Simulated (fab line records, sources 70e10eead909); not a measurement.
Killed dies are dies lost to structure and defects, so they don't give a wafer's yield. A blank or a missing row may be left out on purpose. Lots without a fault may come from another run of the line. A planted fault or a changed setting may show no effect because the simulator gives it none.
fab line records | flow nand_harc
record lots=13 wafers=39 last_day=33
route steps=1302 shown P_BONDPAD@371 A_ONON_D1@426 END@1302
lots that met no fault: from a run of the same line without faults
start_h: hours from the record's first day to the start of the lot's first wafer shown | wait_h: hours since the lot's step before | " the same as in the row above | L1.1+2: a row that stands for several wafers | - no value, or no start given | * or withheld: withheld | < > ~ a bound
route shown NAME@n: a module of which the file shows steps, and the number in the route of the first | usual: mean/standard deviation of fault-free wafers | same: alike in all rows | chamber/n: place in a boat | sites: the reading at each site | _std_site: their standard deviation | _edge_site: outer sites' mean less inner sites' | radius_mm: how far each site lies from the wafer's centre | mask NAME#n: copy n | behind: the tool/chamber that last shaped the wafer | hold: why the lot was held/for how many hours/how that ended | device: the transistor (n, p or np) that didn't switch | end of line: the same wafers' tests at the end of the route | a step without rows: its recipe alone | killed: dies lost to structure and defects at the first sort, not the wafer's yield | map: a wafer's dies, x killed, . not, _ none there
set.NAME: the setting as run; set.NAME@STEP: as run at that earlier step | model.NAME: the simulator's own value behind a step, which no gauge read
steps of the route over a sample of lots; a table a step, a row a wafer
services: from which hour (start_h, from the record's first day; less than 0 if before it) a tool's chamber was out of use, for how many hours, and why
## steps
# step NHARC_P_BONDPAD_STRIP_15
# recipe o2_flow_sccm=500 ar_flow_sccm=0 bias_w=0 chemistry=O2
# usual drypump_motor_current_A=5.6/0.48 oes_product_au=1.002/0.0099 rf_vpp_V=57.6/0.87 showerhead_plenum_p_Torr=3.50/0.13 throttle_valve_pct=17.037/0.0094
# columns lot.wafer tool chamber start_h wait_h drypump_motor_current_A oes_product_au rf_hours_counter_h rf_vpp_V showerhead_plenum_p_Torr throttle_valve_pct
L864.3 rie_diel-12 2 132.98 0.1 5.1 1.010 2.5 57.2 3.37 17.041
L864.4 " 0 " " 5.6 0.990 2.7 59.3 3.71 17.036
L864.5 " 2 " " 5.1 1.002 - 58.0 3.37 17.046
L865.2 rie_diel-12 2 149.50 0.1 5.2 0.999 3.0 57.5 3.37 17.032
L865.1 " 3 " " 5.9 0.992 3.2 56.6 3.38 17.048
L865.5 " 3 " " 5.9 0.992 - 56.6 3.38 17.039
L866.2 rie_diel-13 3 151.89 0.1 6.2 0.985 3.4 57.3 3.63 17.033
L866.6 " 2 " " 5.0 0.995 - 56.9 3.31 17.045
L866.5 " 3 " " 6.3 0.990 - 58.3 3.63 17.024
L868.3 rie_diel-02 3 172.96 0.1 5.2 1.018 6.5 57.3 3.63 17.034
L868.5 " 0 " " 5.5 0.990 - 58.3 3.37 17.045
L868.6 " 1 " " 5.7 0.998 - 57.7 3.64 17.044
L869.4 rie_diel-02 0 192.90 0.1 5.5 0.998 8.0 57.8 3.37 17.054
L869.5 " 2 " " 5.3 0.996 - 56.6 3.37 17.031
L869.6 " 3 " " 5.2 1.006 - 57.7 3.63 17.028
L871.1 rie_diel-12 0 209.77 0.1 5.5 0.989 5.9 57.5 3.71 17.037
L871.4 " 1 " " 6.3 1.003 4.4 58.2 3.49 17.046
L871.5 " 0 " " 5.5 0.990 - 59.1 3.71 17.036
L880.3 rie_diel-13 1 297.49 0.1 6.7 1.018 3.5 59.4 3.58 17.036
L880.4 " 2 " " 5.0 0.998 3.2 57.1 3.31 17.046
L880.5 " 2 " " 5.0 0.993 - 56.6 3.31 17.023
L881.1 rie_diel-13 0 317.92 0.1 5.2 1.032 4.9 57.7 3.58 17.046
L881.5 " 0 " " 5.2 1.024 - 57.7 3.58 17.042
L881.4 " 3 " " 6.2 1.014 - 58.9 3.63 17.019
L882.2 rie_diel-12 3 323.42 0.1 5.9 1.011 2.7 58.7 3.38 17.034
L882.3 " 0 " " 5.5 1.006 2.5 58.3 3.70 17.029
L882.1 " 1 " " 6.3 0.998 1.8 57.3 3.49 17.044
L883.4 rie_diel-12 0 329.82 0.1 5.6 1.007 2.7 57.4 3.70 17.050
L883.1 " 1 " " 6.3 0.994 2.0 57.1 3.49 17.051
L883.5 " 0 " " 5.5 1.007 - 59.1 3.70 17.050
L885.4 rie_diel-12 1 341.48 0.1 6.3 0.997 3.2 57.1 3.49 17.025
L885.2 " 2 " " 5.2 0.994 3.5 56.7 3.37 17.043
L885.6 " 1 " " 6.3 0.995 - 57.4 3.49 17.035
L887.2 rie_diel-02 3 357.79 0.1 5.2 1.010 9.0 57.3 3.63 17.036
L887.1 " 0 " " 5.5 1.008 10.1 56.9 3.36 17.039
L887.6 " 3 " " 5.2 1.009 - 58.0 3.63 17.024
L886.2 rie_diel-13 2 358.41 0.1 5.0 1.005 0.1 57.1 3.31 17.041
L886.1 " 0 " " 5.2 1.013 0.1 58.1 3.58 17.028
L886.5 " 3 " " 6.2 1.000 - 58.6 3.63 17.040
# step NHARC_P_BONDPAD_THK_MEAS_20
# recipe thk_meas_gauge=xrf
# usual thk_nm=160.6/1.7
# columns lot.wafer tool chamber start_h wait_h thk_nm
L864.3 film_metro-02 - 134.91 - 160.6
L864.4 " - " " 160.5
L864.5 " - " " 160.7
L865.1 film_metro-01 - 151.45 - 162.4
L865.2 " - " " 161.3
L865.5 " - " " 163.6
L866.2 film_metro-02 - 153.84 - 159.6
L866.5 " - " " 159.3
L866.6 " - " " 159.8
L868.3 film_metro-01 - 174.88 - 160.2
L868.5 " - " " 163.0
L868.6 " - " " 159.8
L869.4 film_metro-01 - 194.83 - 161.2
L869.5 " - " " 158.8
L869.6 " - " " 158.8
L871.1 film_metro-01 - 211.73 - 163.1
L871.4 " - " " 161.4
L871.5 " - " " 160.6
L880.3 film_metro-01 - 299.44 - 157.6
L880.4 " - " " 157.6
L880.5 " - " " 159.6
L881.1 film_metro-01 - 319.92 - 161.9
L881.4 " - " " 161.0
L881.5 " - " " 156.8
L882.1 film_metro-02 - 325.37 - 157.8
L882.2 " - " " 161.9
L882.3 " - " " 161.1
L883.1 film_metro-02 - 331.86 - 161.7
L883.4 " - " " 158.6
L883.5 " - " " 156.2
L885.2 film_metro-02 - 343.42 - 160.7
L885.4 " - " " 158.6
L885.6 " - " " 160.1
L887.1 film_metro-02 - 359.78 - 162.1
L887.2 " - " " 160.4
L887.6 " - " " 161.9
L886.1 film_metro-01 - 360.71 - 159.5
L886.2 " - " " 160.3
L886.5 " - " " 159.9
# step NHARC_A_ONON_D1_DEP_03
# recipe target_thk_a=10000 n2_flow_sccm=2750 n2o_flow_sccm=2000 nh3_flow_sccm=500 sih4_flow_sccm=210 temp_c=400
# columns lot.wafer tool chamber start_h wait_h
L864.3+4+5 pecvd_onon-01 0 156.37 0.2
L865.1+2+5 pecvd_onon-04 0 174.93 0.1
L866.2+5+6 pecvd_onon-02 0 174.99 0.1
L868.3+5+6 pecvd_onon-02 0 198.97 0.2
L869.4+5+6 pecvd_onon-04 0 217.10 0.2
L871.1+4+5 pecvd_onon-02 0 235.20 0.1
L880.3+4+5 pecvd_onon-02 0 325.09 0.2
L881.1+4+5 pecvd_onon-04 0 345.02 0.1
L882.1+2+3 pecvd_onon-02 0 351.62 0.1
L883.1+4+5 pecvd_onon-02 0 359.09 0.1
L885.2+4+6 pecvd_onon-04 0 374.36 0.1
L887.1+2+6 pecvd_onon-02 0 389.57 0.1
L886.1+2+5 pecvd_onon-04 0 389.58 0.1
# step NHARC_A_ONON_D1_THK_MEAS_05
# recipe thk_meas_gauge=ellipsometry
# usual thk_nm=1000/12
# columns lot.wafer tool chamber start_h wait_h thk_nm
L864.3 film_metro-02 - 156.76 - 1007
L864.4 " - " " 1007
L864.5 " - " " 1007
L866.2 film_metro-02 - 175.44 - 998
L866.5 " - " " 996
L866.6 " - " " 998
L865.1 film_metro-02 - 175.45 - 1005
L865.2 " - " " 1006
L865.5 " - " " 1004
L868.3 film_metro-01 - 199.37 - 1006
L868.5 " - " " 1004
L868.6 " - " " 1004
L869.4 film_metro-02 - 217.44 - 1005
L869.5 " - " " 1003
L869.6 " - " " 1004
L871.1 film_metro-01 - 235.71 - 1499
L871.4 " - " " 1498
L871.5 " - " " 998
L880.3 film_metro-01 - 325.49 - 991
L880.4 " - " " 992
L880.5 " - " " 993
L881.1 film_metro-02 - 345.52 - 989
L881.4 " - " " 990
L881.5 " - " " 990
L882.1 film_metro-01 - 352.13 - 990
L882.2 " - " " 990
L882.3 " - " " 990
L883.1 film_metro-01 - 359.60 - 983
L883.4 " - " " 983
L883.5 " - " " 983
L885.2 film_metro-01 - 374.81 - 984
L885.4 " - " " 985
L885.6 " - " " 982
L887.1 film_metro-02 - 390.08 - 988
L887.2 " - " " 986
L887.6 " - " " 989
L886.1 film_metro-02 - 390.08 - 1028
L886.2 " - " " 1027
L886.5 " - " " 1027
# step NHARC_END_SORT_01
# recipe temp_c=25
# usual killed_at_array=57/20 killed_at_other=1.0/1.5 killed_at_periphery=3.5/2.5 killed_dies=62/21 killed_open=3.5/1.9 killed_short=2.4/1.6
# same gross_dies=677
# columns lot.wafer tool chamber start_h wait_h killed_at_array killed_at_other killed_at_periphery killed_dies killed_open killed_short
L871.1 prober-02 0 642.20 2.5 675 1 1 677 4 3
L871.4 prober-02 0 644.62 3.4 672 1 4 677 6 6
L871.5 prober-02 0 645.42 3.7 53 0 3 56 8 3
# killed by level:class
L871.1 A_ONON_D1:area_dep=628 A_CHANNEL_HOLE_D1:chamber_film_flake=25 A_CHANNEL_HOLE_D2:chamber_film_flake=14 A_CHANNEL_FILL_D2:geometric_particle:short=2 P_M1:geometric_particle:open=1 A_SOURCE_PLATE:geometric_particle:short=1 A_ONON_D1:geometric_particle:open=1 A_CHANNEL_FILL_D2:geometric_particle:open=1
L871.4 A_ONON_D1:area_dep=624 A_CHANNEL_HOLE_D1:chamber_film_flake=28 A_CHANNEL_HOLE_D2:chamber_film_flake=7 A_CHANNEL_FILL_D1:geometric_particle:short=2 A_ONON_D2:geometric_particle:open=2 A_CHANNEL_FILL_D2:geometric_particle:short=2 A_CONTACT:chamber_film_flake=2 P_STI:geometric_particle:short=1
L871.5 A_CHANNEL_HOLE_D1:chamber_film_flake=29 A_CHANNEL_HOLE_D2:chamber_film_flake=9 A_DECK1_JOINT:geometric_particle:open=2 A_ONON_D2:geometric_particle:open=2 P_STI:chamber_film_flake=2 A_STAIRCASE:chamber_film_flake=2 P_CONTACT:geometric_particle:open=1 A_ONON_D1:geometric_particle:short=1
## services
# columns tool chamber start_h hours kind
rie_diel-13 0 109.75 8.3 repair
rie_diel-12 0 124.90 - clean
rie_diel-12 1 124.90 - clean
pecvd_onon-04 - 130.14 13.0 pm
rie_diel-02 1 162.74 4.3 repair
rie_diel-13 - 165.00 9.0 pm
pecvd_onon-02 - 185.28 13.0 pm
rie_diel-12 - 186.01 0.2 repair
rie_diel-02 - 216.70 9.0 pm
rie_diel-02 3 226.08 7.2 repair
rie_diel-13 1 230.34 1.8 repair
rie_diel-13 2 251.72 6.6 repair
rie_diel-02 0 259.82 4.5 repair
rie_diel-12 - 268.40 9.0 pm
pecvd_onon-01 - 269.02 13.0 pm
rie_diel-12 1 287.32 1.9 repair
rie_diel-13 2 302.28 3.7 repair
pecvd_onon-04 - 311.14 13.0 pm
rie_diel-13 2 314.62 6.3 repair
rie_diel-13 0 326.27 3.7 repair
rie_diel-02 2 333.14 15.6 repair
rie_diel-13 - 342.00 9.0 pm
pecvd_onon-02 - 366.28 13.0 pm
rie_diel-02 0 386.61 6.0 repair
## key
first_sign step=NHARC_A_ONON_D1_THK_MEAS_05 reading=thk_nm direction=up sigmas=43 usual=1000 struck=1499
effect step=NHARC_END_SORT_01 reading=killed_at_array direction=up sigmas=30 usual=57 struck=674
more_kills_born_at NHARC_A_ONON_D1_DEP_03@pecvd_onon-02=1252
met_at NHARC_A_ONON_D1_DEP_03
struck_lots L871
struck_wafers L871.1,L871.4
later_rows_left_out L871.1,L871.4
tester_left_out L871
not_acting_at NHARC_P_BONDPAD_STRIP_15,NHARC_P_BONDPAD_THK_MEAS_20
onset_between 198.97 235.20
fault kind=process_parameter_drift tool=pecvd_onon-02 chamber=- onset_h=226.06 steps=NHARC_A_ONON_D1_DEP_03 channel=target_thk_a offset=* shape=step end_h=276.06 scope=struck_wafers_only acts_in=* stated=*
# tester_left_out: of these lots the tester's yield and bins aren't shown, on N5 and GAA mostly nor the transistor test; their killed dies are dies lost to structure and defects alone, not to doping, threshold or leakage, so they don't give the yield
# later_rows_left_out: the simulator's readings of these wafers behind a module that went badly wrong aren't trusted and aren't shown, but for the sort
